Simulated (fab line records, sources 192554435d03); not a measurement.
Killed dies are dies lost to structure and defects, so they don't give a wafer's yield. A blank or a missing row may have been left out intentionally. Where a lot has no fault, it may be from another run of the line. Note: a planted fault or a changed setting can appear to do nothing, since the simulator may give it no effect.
Split-lot trial + flow n5-finfet + on a route of 1938 steps: 7 lots, 21 wafers read

SPLIT DETAILS
At N5_DUMMY_GATE_COAT_28 (time 60 s, resist thk 10 nm), the setting spin-rpm was moved away from the recipe's 1500 rpm on 3 of the 21 wafers read, by -10.3% to -4.0%. The other wafers ran this setting at the recipe's value.

The split's own step is where the reading is taken.

THE READING
underlayer_of_DUMMY_GATE_COAT_28.thk-nm (the simulator's own value, which no gauge read), in nm, at N5_DUMMY_GATE_COAT_28 (time 60 s, resist thk 10 nm). The file gives no usual value for it.

| wafer  | tool, chamber at the split | spin-rpm as run, rpm | against the recipe | underlayer_of_DUMMY_GATE_COAT_28.thk-nm, nm | against lot-mates on the recipe |
|--------|----------------------------|----------------------|--------------------|---------------------------------------------|---------------------------------|
| L079.1 | litho-track-03, 0          | 1500                 | recipe             | 10                                          | -                               |
| L079.4 | litho-track-03, 0          | 1500                 | recipe             | 10                                          | -                               |
| L079.5 | litho-track-03, 0          | 1500                 | recipe             | 10                                          | -                               |
| L081.2 | litho-track-04, 0          | 1440                 | -4.0%              | 10.2                                        | +0.2                            |
| L081.3 | litho-track-04, 0          | 1500                 | recipe             | 10                                          | -                               |
| L081.6 | litho-track-04, 0          | 1500                 | recipe             | 10                                          | -                               |
| L083.1 | litho-track-03, 0          | 1346                 | -10.3%             | 10.6                                        | +0.6                            |
| L083.3 | litho-track-03, 0          | 1346                 | -10.3%             | 10.6                                        | +0.6                            |
| L083.5 | litho-track-03, 0          | 1500                 | recipe             | 10                                          | -                               |
| L086.3 | litho-track-03, 0          | 1500                 | recipe             | 10                                          | -                               |
| L086.5 | litho-track-03, 0          | 1500                 | recipe             | 10                                          | -                               |
| L086.6 | litho-track-03, 0          | 1500                 | recipe             | 10                                          | -                               |
| L090.1 | litho-track-01, 0          | 1500                 | recipe             | 10                                          | -                               |
| L090.5 | litho-track-01, 0          | 1500                 | recipe             | 10                                          | -                               |
| L090.6 | litho-track-01, 0          | 1500                 | recipe             | 10                                          | -                               |
| L091.1 | litho-track-03, 0          | 1500                 | recipe             | 10                                          | -                               |
| L091.2 | litho-track-03, 0          | 1500                 | recipe             | 10                                          | -                               |
| L091.5 | litho-track-03, 0          | 1500                 | recipe             | 10                                          | -                               |
| L092.4 | litho-track-03, 0          | 1500                 | recipe             | 10                                          | -                               |
| L092.5 | litho-track-03, 0          | 1500                 | recipe             | 10                                          | -                               |
| L092.6 | litho-track-03, 0          | 1500                 | recipe             | 10                                          | -                               |

THE FIT
A straight line over all 21 wafers: underlayer_of_DUMMY_GATE_COAT_28.thk-nm changes by -0.058 nm for each +1% of spin-rpm; r = -1.00; the points scatter about the line by 0.0074 nm.
The same after taking each lot's own level away (the mean of its wafers on the recipe; 21 wafers): -0.058 nm for each +1%; r = -1.00; scatter 0.0074 nm.
According to that fit, moving spin-rpm by its largest amount changes the reading by 0.6 nm.
The lots' own levels span 10.00 to 10.00 nm.
Hence the lot-to-lot level has little effect on the slope; both slopes agree.
Check: with one of the wafers moved furthest among these (-10.3%) left out of the fit, the line predicts +0.589 nm for it against its lot-mates. Against them it came out at +0.6 nm.

THE FILE'S OWN FIT
underlayer_of_DUMMY_GATE_COAT_28.thk-nm changes by -0.0573 nm for each +1% of spin-rpm, r = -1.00.
